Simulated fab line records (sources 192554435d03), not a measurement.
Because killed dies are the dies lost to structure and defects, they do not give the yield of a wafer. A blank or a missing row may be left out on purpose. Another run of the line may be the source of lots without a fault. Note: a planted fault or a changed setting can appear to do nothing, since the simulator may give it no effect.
Which tool did it? :: flow n5-finfet :: 32 wafers from 11 lots sampled at 2 of the route's 1938 steps

## WHAT THE GAUGES READ, wafer by wafer
N5_BEOL_M4_INSPECT_59: inspects for defects (darkfield).
lot: L162
measured: day 7 19:08
on: defect-inspect-02
raw-defect-count: 108 65 68

lot: L163
measured: day 7 22:49
on: defect-inspect-02
raw-defect-count: 59 65 82

lot: L165
measured: day 8 15:35
on: defect-inspect-02
raw-defect-count: 76 40 75

lot: L164
measured: day 8 18:41
on: defect-inspect-01
raw-defect-count: 59 42 51

lot: L169
measured: day 9 15:09
on: defect-inspect-02
raw-defect-count: 60 48

lot: L168
measured: day 9 16:38
on: defect-inspect-01
raw-defect-count: 61 69 65

lot: L174
measured: day 10 21:59
on: defect-inspect-02
raw-defect-count: 45 111 69

lot: L175
measured: day 11 17:17
on: defect-inspect-01
raw-defect-count: 73 61 89

lot: L181
measured: day 12 23:23
on: defect-inspect-01
raw-defect-count: 59 77 84

lot: L180
measured: day 12 23:41
on: defect-inspect-02
raw-defect-count: 74 135 56

lot: L183
measured: day 13 03:28
on: defect-inspect-01
raw-defect-count: 120 105 76

## EACH LOT AND THE TOOL THAT RAN IT (in order: tool; ch and the chambers of the sampled wafers; start)
lot: L162
N5_BEOL_M4_SPUTTER_96: pvd-sputter-01, day 7 18:03

lot: L163
N5_BEOL_M4_SPUTTER_96: pvd-sputter-01, day 7 21:44

lot: L165
N5_BEOL_M4_SPUTTER_96: pvd-sputter-03, day 8 14:31

lot: L164
N5_BEOL_M4_SPUTTER_96: pvd-sputter-01, day 8 17:34

lot: L169
N5_BEOL_M4_SPUTTER_96: pvd-sputter-01, day 9 13:34

lot: L168
N5_BEOL_M4_SPUTTER_96: pvd-sputter-03, day 9 15:33

lot: L174
N5_BEOL_M4_SPUTTER_96: pvd-sputter-01, day 10 20:53

lot: L175
N5_BEOL_M4_SPUTTER_96: pvd-sputter-01, day 11 16:13

lot: L181
N5_BEOL_M4_SPUTTER_96: pvd-sputter-02, day 12 22:05

lot: L180
N5_BEOL_M4_SPUTTER_96: pvd-sputter-03, day 12 22:19

lot: L183
N5_BEOL_M4_SPUTTER_96: pvd-sputter-02, day 13 02:23
- N5_BEOL_M4_SPUTTER_96: material Cu, target thk 4.5 nm, time 8.29 s.

## WHAT THE TOOLS THEMSELVES READ (means of the sampled wafers that have a number; where no wafer has one, the mark that the record gives instead)
N5_BEOL_M4_SPUTTER_96.
lot: L162
tool: pvd-sputter-01
chuck-gas-flow-sccm (sccm): 1.29
susceptor-temp-C (C): -19.97
throttle-valve-pct (%): 31.5

lot: L163
tool: pvd-sputter-01
chuck-gas-flow-sccm (sccm): 1.29
susceptor-temp-C (C): -20.09
throttle-valve-pct (%): 31.4

lot: L165
tool: pvd-sputter-03
chuck-gas-flow-sccm (sccm): 1.22
susceptor-temp-C (C): -19.95
throttle-valve-pct (%): 30.4

lot: L164
tool: pvd-sputter-01
chuck-gas-flow-sccm (sccm): 1.25
susceptor-temp-C (C): -20.03
throttle-valve-pct (%): 31.5

lot: L169
tool: pvd-sputter-01
chuck-gas-flow-sccm (sccm): 1.30
susceptor-temp-C (C): -20.02
throttle-valve-pct (%): 31.6

lot: L168
tool: pvd-sputter-03
chuck-gas-flow-sccm (sccm): 1.25
susceptor-temp-C (C): -19.95
throttle-valve-pct (%): 29.7

lot: L174
tool: pvd-sputter-01
chuck-gas-flow-sccm (sccm): 1.22
susceptor-temp-C (C): -20.00
throttle-valve-pct (%): 31.3

lot: L175
tool: pvd-sputter-01
chuck-gas-flow-sccm (sccm): 1.23
susceptor-temp-C (C): -20.13
throttle-valve-pct (%): 31.3

lot: L181
tool: pvd-sputter-02
chuck-gas-flow-sccm (sccm): 1.32
susceptor-temp-C (C): -20.01
throttle-valve-pct (%): 28.7

lot: L180
tool: pvd-sputter-03
chuck-gas-flow-sccm (sccm): 1.26
susceptor-temp-C (C): -20.06
throttle-valve-pct (%): 30.3

lot: L183
tool: pvd-sputter-02
chuck-gas-flow-sccm (sccm): 1.31
susceptor-temp-C (C): -19.95
throttle-valve-pct (%): 28.6

## THE ANSWER, worked out from the rows above alone
Rule: what is usual is taken from the lots themselves. The widest of any qualifying gaps counts: lots, ordered by their means at a reading, are off when they make up no more than a third of the lots, leave a main group of 4 or more, and stand apart from it by 3 or more times the standard deviation of that group's means. Not used: any main group whose means are identical at the precision the tables above print for the reading. Also off: a lot with no number at a reading for which 4 or more lots have one. Any other lot the step has rows for is counted as sound. First the gauges in route order, then the tools' own readings, where a lot's mean is used as printed above. The first step at which some lot is off is used, and at that step the reading that is off furthest; a lot without a number counts as furthest.
Nothing can be told from this: no lot is off at any reading shown.

## WHAT THE SIMULATOR PUT IN
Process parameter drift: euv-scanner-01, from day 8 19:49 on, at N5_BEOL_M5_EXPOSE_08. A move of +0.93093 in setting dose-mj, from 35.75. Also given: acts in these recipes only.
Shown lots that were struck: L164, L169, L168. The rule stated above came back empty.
